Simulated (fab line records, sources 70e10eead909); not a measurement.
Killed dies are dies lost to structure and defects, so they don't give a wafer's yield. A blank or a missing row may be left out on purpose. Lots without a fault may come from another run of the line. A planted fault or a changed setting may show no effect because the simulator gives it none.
fab line records | flow nand_harc
record lots=6 wafers=18 last_day=33
route steps=1302 shown A_CHANNEL_FILL_D2@616 END@1302
lots that met no fault: from a run of the same line without faults
start_h: hours from the record's first day to the start of the lot's first wafer shown | wait_h: hours since the lot's step before | " the same as in the row above | L1.1+2: a row that stands for several wafers | - no value, or no start given | * or withheld: withheld | < > ~ a bound
route shown NAME@n: a module of which the file shows steps, and the number in the route of the first | usual: mean/standard deviation of fault-free wafers | same: alike in all rows | chamber/n: place in a boat | sites: the reading at each site | _std_site: their standard deviation | _edge_site: outer sites' mean less inner sites' | radius_mm: how far each site lies from the wafer's centre | mask NAME#n: copy n | behind: the tool/chamber that last shaped the wafer | hold: why the lot was held/for how many hours/how that ended | device: the transistor (n, p or np) that didn't switch | end of line: the same wafers' tests at the end of the route | a step without rows: its recipe alone | killed: dies lost to structure and defects at the first sort, not the wafer's yield | map: a wafer's dies, x killed, . not, _ none there
set.NAME: the setting as run; set.NAME@STEP: as run at that earlier step | model.NAME: the simulator's own value behind a step, which no gauge read
lots at some steps of the route; a table a step, a row a wafer
services: from which hour (start_h, from the record's first day; less than 0 if before it) a tool's chamber was out of use, for how many hours, and why
## steps
# step NHARC_A_CHANNEL_FILL_D2_ALD_16
# recipe target_thk_a=15 pulse_time_s=10 ald_cycles=15 temp_c=300 material=SiO2
# usual heater_power_w=453/36 precursor_pulse_height_rel=1.001/0.02
# columns lot.wafer tool chamber start_h wait_h heater_power_w precursor_pulse_height_rel since_wet_clean_h
L121.1 ald_hk-02 1 335.08 0.0 442 1.029 152
L121.5 " 1 " " 452 0.986 -
L121.6 " 2 " " 472 0.968 -
L122.4 ald_hk-02 1 342.92 0.1 435 0.982 160
L122.5 " 0 " " 452 1.011 -
L122.6 " 1 " " 441 1.014 -
L126.2 ald_hk-02 0 378.96 0.1 445 1.017 18
L126.4 " 1 " " 418 0.985 18
L126.6 " 3 " " 462 1.000 -
L137.3 ald_hk-01 3 491.50 0.0 439 0.997 7
L137.2 " 1 " " 383 1.004 7
L137.5 " 3 " " 428 0.995 -
L138.1 ald_hk-04 3 503.69 0.1 460 1.020 60
L138.2 " 0 " " 453 1.021 60
L138.3 " 1 " " 503 1.008 60
L140.2 ald_hk-01 3 527.25 0.0 436 0.977 43
L140.1 " 1 " " 373 1.021 43
L140.6 " 3 " " 436 1.017 -
# step NHARC_A_CHANNEL_FILL_D2_ANNEAL_17
# recipe temp_c=850 time_s=1800
# step NHARC_A_CHANNEL_FILL_D2_CVD_18
# recipe target_thk_a=30 temp_c=550 material=poly-Si
# step NHARC_A_CHANNEL_FILL_D2_ETCHBACK_19
# recipe target_depth_a=50 time_s=1.7 hbr_flow_sccm=150 cl2_flow_sccm=50 rf_w=400 icp_w=400 bias_w=100 chemistry=HBr/Cl2
# usual bias_w=99.97/0.29 drypump_motor_current_A=5.8/0.53 he_backside_leak_sccm=2.63/0.26 oes_product_au=0.999/0.01 throttle_valve_pct=26.406/0.0094
# columns lot.wafer tool chamber start_h wait_h bias_w drypump_motor_current_A he_backside_leak_sccm oes_product_au rf_hours_counter_h throttle_valve_pct
L121.1 rie_si-02 1 348.11 0.4 99.71 6.6 2.63 1.004 0.4 26.405
L121.5 " 1 " " 100.49 6.6 2.69 1.008 - 26.401
L121.6 " 2 " " 99.63 5.3 2.52 0.999 - 26.411
L122.4 rie_si-06 3 355.35 0.4 99.99 5.5 2.94 0.992 0.6 26.404
L122.6 " 0 " " 100.38 5.5 2.56 1.010 - 26.413
L122.5 " 1 " " 100.11 5.5 2.98 1.006 - 26.414
L126.2 rie_si-06 2 390.32 0.4 99.71 6.1 2.43 1.006 0.8 26.404
L126.4 " 3 " " 100.07 5.4 2.94 0.990 0.7 26.413
L126.6 " 0 " " 99.51 5.5 2.49 0.999 - 26.405
L137.2 rie_si-04 0 506.12 0.4 99.66 5.1 2.51 0.984 1.1 26.401
L137.3 " 2 " " 99.92 6.3 2.34 1.002 1.1 26.423
L137.5 " 3 " " 99.91 5.2 2.92 0.985 - 26.396
L138.2 rie_si-04 0 518.64 0.4 100.05 5.1 2.49 0.980 1.1 26.404
L138.1 " 1 " " 100.27 5.9 2.50 0.990 1.0 26.415
L138.3 " 2 " " 99.93 6.3 2.24 1.003 1.1 26.430
L140.2 rie_si-06 3 541.93 0.4 99.67 5.4 3.01 0.993 0.7 26.418
L140.1 " 0 " " 100.01 5.5 2.57 1.017 0.6 26.417
L140.6 " 0 " " 99.61 5.4 2.61 1.008 - 26.401
# step NHARC_A_CHANNEL_FILL_D2_ETCHBACK_20
# recipe target_depth_a=270 time_s=13.5 c4f8_flow_sccm=withheld o2_flow_sccm=8 ar_flow_sccm=withheld rf_w=600 bias_w=1500 chemistry=C4F8/O2/Ar
# usual bias_w=1500/4.7 oes_product_au=0.982/0.029 rf_vpp_V=980/4.9 run_length_s=34.6/0.4
# columns lot.wafer tool chamber start_h wait_h bias_w oes_product_au rf_hours_counter_h rf_vpp_V run_length_s
L121.1 rie_diel-12 1 348.26 - 1490 0.988 1 972 34.5
L121.5 " 0 " " 1494 1.000 - 981 34.4
L121.6 " 1 " " 1485 1.000 - 973 34.6
L122.4 rie_diel-11 0 355.46 - 1502 1.008 21 977 34.1
L122.5 " 2 " " 1497 1.015 - 970 34.8
L122.6 " 3 " " 1503 0.992 - 983 35.5
L126.2 rie_diel-13 1 390.42 - 1502 1.007 1 976 34.5
L126.4 " 0 " " 1498 0.992 1 981 34.2
L126.6 " 1 " " 1500 1.003 - 974 35.2
L137.3 rie_diel-13 0 506.25 - 1501 0.984 4 981 34.2
L137.2 " 1 " " 1504 1.001 4 974 34.6
L137.5 " 2 " " 1499 0.980 - 985 34.8
L138.1 rie_diel-13 0 518.76 - 1504 0.998 5 978 34.5
L138.3 " 1 " " 1500 1.001 5 975 34.8
L138.2 " 3 " " 1501 0.996 5 986 34.0
L140.2 rie_diel-13 3 542.05 - 1493 0.993 0 987 34.7
L140.1 " 1 " " 1504 1.009 0 975 35.1
L140.6 " 3 " " 1491 0.978 - 985 34.3
# step NHARC_A_CHANNEL_FILL_D2_STRIP_28
# recipe time_s=20 o2_flow_sccm=500 ar_flow_sccm=0 bias_w=0 chemistry=O2
# usual drypump_motor_current_A=5.5/0.35 oes_product_au=1.001/0.01 rf_vpp_V=57.8/0.87 showerhead_plenum_p_Torr=3.57/0.12 throttle_valve_pct=17.037/0.0093
# same bias_w=0
# columns lot.wafer tool chamber start_h wait_h drypump_motor_current_A oes_product_au rf_hours_counter_h rf_vpp_V showerhead_plenum_p_Torr throttle_valve_pct
L121.1 rie_diel-12 1 348.35 0.1 5.5 1.001 1 57.9 3.37 17.044
L121.5 " 0 " " 5.5 1.004 - 58.1 3.58 17.030
L121.6 " 2 " " 4.8 1.015 - 56.9 3.64 17.040
L122.4 rie_diel-11 1 355.53 0.1 5.3 1.021 17 58.9 3.50 17.021
L122.5 " 0 " " 6.0 0.992 - 58.6 3.49 17.051
L122.6 " 1 " " 5.4 1.016 - 57.1 3.51 17.046
L126.4 rie_diel-13 0 390.51 0.1 5.7 0.990 1 59.2 3.56 17.046
L126.2 " 2 " " 5.7 0.994 1 56.9 3.72 17.033
L126.6 " 0 " " 5.7 0.995 - 57.1 3.56 17.036
L137.2 rie_diel-13 0 506.35 0.1 5.7 0.993 4 57.9 3.56 17.033
L137.3 " 3 " " 5.2 0.996 4 56.8 3.76 17.049
L137.5 " 0 " " 5.7 0.994 - 56.8 3.56 17.028
L138.1 rie_diel-13 1 518.85 0.1 5.8 0.999 5 56.7 3.43 17.041
L138.2 " 3 " " 5.2 0.987 5 57.7 3.76 17.040
L138.3 " 0 " " 5.7 0.990 5 56.5 3.55 17.026
L140.1 rie_diel-13 2 542.15 0.1 5.7 0.978 0 57.2 3.72 17.013
L140.2 " 3 " " 5.2 0.983 0 58.2 3.76 17.041
L140.6 " 0 " " 5.7 0.992 - 58.4 3.55 17.036
# step NHARC_A_CHANNEL_FILL_D2_PRECLEAN_21
# recipe time_s=30 chemistry=dHF
# step NHARC_A_CHANNEL_FILL_D2_SRD_23
# step NHARC_A_CHANNEL_FILL_D2_CVD_05
# recipe target_thk_a=50 temp_c=550 material=poly-Si
# step NHARC_A_CHANNEL_FILL_D2_ANNEAL_22
# recipe temp_c=620 time_s=7200
# step NHARC_A_CHANNEL_FILL_D2_ALD_25
# recipe target_thk_a=600 pulse_time_s=10 ald_cycles=600 temp_c=300 material=SiOx
# usual heater_power_w=450/37 precursor_pulse_height_rel=1.000/0.022
# columns lot.wafer tool chamber start_h wait_h heater_power_w precursor_pulse_height_rel since_wet_clean_h
L121.1 ald_hk-02 0 363.64 1.9 441 1.024 4
L121.6 " 1 " " 414 1.023 -
L121.5 " 2 " " 470 0.996 -
L122.4 ald_hk-02 0 367.45 0.1 450 1.019 8
L122.5 " 0 369.92 2.6 448 1.038 -
L122.6 " 1 " " 411 0.991 -
L126.4 ald_hk-01 2 406.03 0.7 425 1.031 101
L126.2 " 0 407.26 1.9 522 0.973 102
L126.6 " 2 408.50 3.1 425 0.993 -
L137.3 ald_hk-01 2 519.02 0.7 458 0.962 36
L137.2 " 0 520.24 1.9 490 0.988 37
L137.5 " 1 " " 378 1.017 -
L138.2 ald_hk-01 0 530.10 0.1 495 1.039 47
L138.1 " 2 531.32 1.3 463 0.982 48
L138.3 " 3 " " 420 1.010 49
L140.2 ald_hk-01 0 555.27 1.3 491 1.047 72
L140.1 " 1 " " 384 0.955 73
L140.6 " 3 557.11 3.1 426 0.989 -
# step NHARC_A_CHANNEL_FILL_D2_ETCHBACK_08
# recipe target_depth_a=2200 time_s=110 c4f8_flow_sccm=20 ar_flow_sccm=withheld rf_w=600 bias_w=300 chemistry=C4F8
# usual oes_product_au=0.97/0.034 rf_vpp_V=441.4/2.6 run_length_s=131.3/0.45
# columns lot.wafer tool chamber start_h wait_h oes_product_au rf_hours_counter_h rf_vpp_V run_length_s
L121.1 rie_diel-12 0 367.39 - 0.93 1 443.7 131.0
L121.6 " 2 " " 0.94 - 442.8 132.1
L121.5 " 0 " " 0.93 - 441.4 131.3
L122.4 rie_diel-12 0 373.00 - 1.01 1 442.0 131.2
L122.5 " 0 " " 1.00 - 441.1 221.9
L122.6 " 1 " " 1.00 - 438.3 222.6
L126.2 rie_diel-12 1 410.96 - 0.99 2 437.2 131.2
L126.4 " 0 " " 0.98 2 441.4 131.0
L126.6 " 2 " " 0.99 - 441.7 222.8
L137.3 rie_diel-12 0 523.93 - 0.98 2 441.8 131.0
L137.2 " 2 " " 0.99 2 443.5 131.6
L137.5 " 1 " " 0.99 - 438.1 131.4
L138.2 rie_diel-13 2 535.63 - 0.97 0 445.2 131.2
L138.1 " 3 " " 0.98 0 444.1 131.1
L138.3 " 0 " " 0.99 0 440.4 130.8
L140.2 rie_diel-11 1 559.58 - 1.00 19 441.4 131.6
L140.1 " 2 " " 1.01 22 436.4 131.5
L140.6 " 1 " " 1.00 - 439.4 132.1
# step NHARC_A_CHANNEL_FILL_D2_STRIP_29
# recipe time_s=20 o2_flow_sccm=500 ar_flow_sccm=0 bias_w=0 chemistry=O2
# step NHARC_END_SORT_01
# recipe temp_c=25
# usual killed_at_array=57/20 killed_at_other=1.3/1.4 killed_at_periphery=3.4/2.4 killed_dies=61/19 killed_open=2.9/1.8 killed_short=2.5/1.6
# same gross_dies=677
# columns lot.wafer tool chamber start_h wait_h killed_at_array killed_at_other killed_at_periphery killed_dies killed_open killed_short
L122.4 prober-02 0 609.02 3.4 50 0 4 54 1 2
L122.5 prober-02 0 609.82 3.7 46 0 6 52 2 5
L122.6 prober-02 0 610.63 4.0 37 0 2 39 1 2
# killed by level:class
L122.4 A_CHANNEL_HOLE_D2:chamber_film_flake=38 A_STAIRCASE:chamber_film_flake=3 A_WL_FILL:geometric_particle:short=2 P_STI:chamber_film_flake=2 A_CHANNEL_HOLE_D1:chamber_film_flake=2 P_M0:geometric_particle:open=1 P_GATE:chamber_film_flake=1 A_CHANNEL_FILL_D1:chamber_film_flake=1
L122.5 A_CHANNEL_HOLE_D2:chamber_film_flake=33 P_STI:chamber_film_flake=3 A_STAIRCASE:chamber_film_flake=3 A_ONON_D2:geometric_particle:short=2 A_WL_FILL:geometric_particle:short=2 A_CONTACT:chamber_film_flake=2 P_M0:geometric_particle:short=1 P_M0:geometric_particle:open=1
L122.6 A_CHANNEL_HOLE_D2:chamber_film_flake=24 A_CHANNEL_HOLE_D1:chamber_film_flake=6 A_STAIRCASE:chamber_film_flake=2 A_CONTACT:chamber_film_flake=2 P_M0:geometric_particle:short=1 A_ONON_D1:geometric_particle:open=1 A_DECK1_JOINT:geometric_particle:short=1 P_GATE:chamber_film_flake=1
## services
# columns tool chamber start_h hours kind
rie_diel-11 2 315.90 6.3 repair
ald_hk-02 - 328.99 1.2 repair
rie_diel-13 0 332.61 2.5 repair
rie_diel-13 - 333.16 4.7 repair
rie_diel-12 2 338.84 8.1 repair
rie_diel-13 - 342.07 9.0 pm
rie_diel-12 3 347.60 18.2 repair
rie_diel-11 3 347.65 4.0 repair
ald_hk-02 - 351.00 10.0 pm
rie_diel-12 1 363.68 8.2 repair
rie_diel-12 0 375.57 4.7 repair
rie_diel-11 - 385.71 0.5 repair
rie_diel-12 0 396.51 8.2 repair
rie_si-06 - 426.00 9.0 pm
rie_diel-11 - 432.54 9.0 pm
rie_diel-11 2 442.81 9.9 repair
rie_diel-12 - 445.40 9.0 pm
rie_diel-13 1 461.26 9.1 repair
ald_hk-01 - 474.46 10.0 pm
rie_diel-13 0 480.51 2.8 repair
rie_diel-12 1 482.04 4.7 repair
rie_diel-13 2 510.39 6.3 repair
rie_diel-13 - 519.07 9.0 pm
rie_diel-12 0 533.87 3.0 repair
## key
first_sign step=NHARC_A_CHANNEL_FILL_D2_ETCHBACK_08 reading=run_length_s direction=up sigmas=99+ usual=* struck=*
effect none on later readings
met_at NHARC_A_CHANNEL_FILL_D2_ETCHBACK_08
struck_wafers L122.5,L122.6,L126.6
tester_left_out L122,L126
onset_between 367.39 373.00
fault kind=process_parameter_drift tool=rie_diel-12 chamber=- onset_h=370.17 steps=NHARC_A_CHANNEL_FILL_D2_ETCHBACK_08 channel=time_s offset=* shape=step end_h=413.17 scope=struck_wafers_only acts_in=* stated=*
# tester_left_out: of these lots the tester's yield and bins aren't shown, on N5 and GAA mostly nor the transistor test; their killed dies are dies lost to structure and defects alone, not to doping, threshold or leakage, so they don't give the yield
